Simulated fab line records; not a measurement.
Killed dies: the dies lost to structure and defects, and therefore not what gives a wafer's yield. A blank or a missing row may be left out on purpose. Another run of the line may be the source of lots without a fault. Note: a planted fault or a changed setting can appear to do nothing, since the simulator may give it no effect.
Matching of chambers :: flow n5_finfet :: rie_diel-02 running N5_BEOL_M2_ETCHBACK_99: 4 sister chambers
The step etches SiO2 in CHF3, target depth 5 nm, time 10.4 s. 16 wafers are shown with their chamber, then 8 later ones without.

== WAFERS WITH THEIR CHAMBER ==
wafer: L074.2
chamber: 2
showerhead_plenum_p_Torr (Torr): 2.13
throttle_valve_pct (%): 17.2
drypump_motor_current_A (A): 5.2

wafer: L074.3
chamber: 0
showerhead_plenum_p_Torr (Torr): 2.30
throttle_valve_pct (%): 16.5
drypump_motor_current_A (A): 6.1

wafer: L074.4
chamber: 3
showerhead_plenum_p_Torr (Torr): 2.05
throttle_valve_pct (%): 16.8
drypump_motor_current_A (A): 6.3

wafer: L083.1
chamber: 1
showerhead_plenum_p_Torr (Torr): 2.12
throttle_valve_pct (%): 17.4
drypump_motor_current_A (A): 5.5

wafer: L083.2
chamber: 0
showerhead_plenum_p_Torr (Torr): 2.30
throttle_valve_pct (%): 16.5
drypump_motor_current_A (A): 6.1

wafer: L083.6
chamber: 2
showerhead_plenum_p_Torr (Torr): 2.13
throttle_valve_pct (%): 17.2
drypump_motor_current_A (A): 5.2

wafer: L086.2
chamber: 3
showerhead_plenum_p_Torr (Torr): 2.04
throttle_valve_pct (%): 16.8
drypump_motor_current_A (A): 6.3

wafer: L086.3
chamber: 1
showerhead_plenum_p_Torr (Torr): 2.11
throttle_valve_pct (%): 17.4
drypump_motor_current_A (A): 5.5

wafer: L086.4
chamber: 3
showerhead_plenum_p_Torr (Torr): 2.04
throttle_valve_pct (%): 16.8
drypump_motor_current_A (A): 6.4

wafer: L087.3
chamber: 3
showerhead_plenum_p_Torr (Torr): 2.04
throttle_valve_pct (%): 16.8
drypump_motor_current_A (A): 6.3

wafer: L087.4
chamber: 1
showerhead_plenum_p_Torr (Torr): 2.11
throttle_valve_pct (%): 17.4
drypump_motor_current_A (A): 5.5

wafer: L087.5
chamber: 0
showerhead_plenum_p_Torr (Torr): 2.29
throttle_valve_pct (%): 16.6
drypump_motor_current_A (A): 6.1

wafer: L088.3
chamber: 3
showerhead_plenum_p_Torr (Torr): 2.04
throttle_valve_pct (%): 16.8
drypump_motor_current_A (A): 6.3

wafer: L088.5
chamber: 1
showerhead_plenum_p_Torr (Torr): 2.11
throttle_valve_pct (%): 17.4
drypump_motor_current_A (A): 5.4

wafer: L088.6
chamber: 0
showerhead_plenum_p_Torr (Torr): 2.29
throttle_valve_pct (%): 16.6
drypump_motor_current_A (A): 6.0

wafer: L093.3
chamber: 3
showerhead_plenum_p_Torr (Torr): 2.04
throttle_valve_pct (%): 16.9
drypump_motor_current_A (A): 6.4

SIGNATURES (means of the wafers above)
reading: showerhead_plenum_p_Torr
chamber 0: 2.2950
chamber 1: 2.1125
chamber 2: 2.1300
chamber 3: 2.0417
scatter within a chamber: 0.00464

reading: throttle_valve_pct
chamber 0: 16.550
chamber 1: 17.400
chamber 2: 17.200
chamber 3: 16.817
scatter within a chamber: 0.0391

reading: drypump_motor_current_A
chamber 0: 6.075
chamber 1: 5.475
chamber 2: 5.200
chamber 3: 6.333
scatter within a chamber: 0.0486
Rule: a wafer's distance from a chamber is the root of the sum, over the readings, of the square of ((its reading less the chamber's mean) divided by the reading's scatter). If the next closest chamber is less than 2 further off than the closest, the wafer can't be placed; otherwise it belongs to the closest. The scatter is the square root of a quotient: the sum, over the shown wafers, of each reading's squared deviation from its chamber's mean, divided by wafers minus chambers.

== WAFERS MISSING THEIR CHAMBER ==
wafer: L093.5
showerhead_plenum_p_Torr (Torr): 2.04
throttle_valve_pct (%): 16.8
drypump_motor_current_A (A): 6.4

wafer: L093.6
showerhead_plenum_p_Torr (Torr): 2.13
throttle_valve_pct (%): 16.8
drypump_motor_current_A (A): 5.2

wafer: L094.2
showerhead_plenum_p_Torr (Torr): 2.12
throttle_valve_pct (%): 16.8
drypump_motor_current_A (A): 5.1

wafer: L094.3
showerhead_plenum_p_Torr (Torr): 2.10
throttle_valve_pct (%): 17.4
drypump_motor_current_A (A): 5.5

wafer: L094.6
showerhead_plenum_p_Torr (Torr): 2.29
throttle_valve_pct (%): 16.6
drypump_motor_current_A (A): 6.1

wafer: L096.1
showerhead_plenum_p_Torr (Torr): 2.03
throttle_valve_pct (%): 16.9
drypump_motor_current_A (A): 6.4

wafer: L096.2
showerhead_plenum_p_Torr (Torr): 2.12
throttle_valve_pct (%): 16.8
drypump_motor_current_A (A): 5.1

wafer: L096.4
showerhead_plenum_p_Torr (Torr): 2.03
throttle_valve_pct (%): 16.9
drypump_motor_current_A (A): 6.4

== CHAMBER TAKEN BY EACH ==
wafer: L093.5
from the rows above: 3
in truth: 3

wafer: L093.6
from the rows above: 2
in truth: 2

wafer: L094.2
from the rows above: 2
in truth: 2

wafer: L094.3
from the rows above: 1
in truth: 1

wafer: L094.6
from the rows above: 0
in truth: 0

wafer: L096.1
from the rows above: 3
in truth: 3

wafer: L096.2
from the rows above: 2
in truth: 2

wafer: L096.4
from the rows above: 3
in truth: 3
Placed correctly: 8 of 8. Not placeable from these rows: 0. 0 placed wrongly.
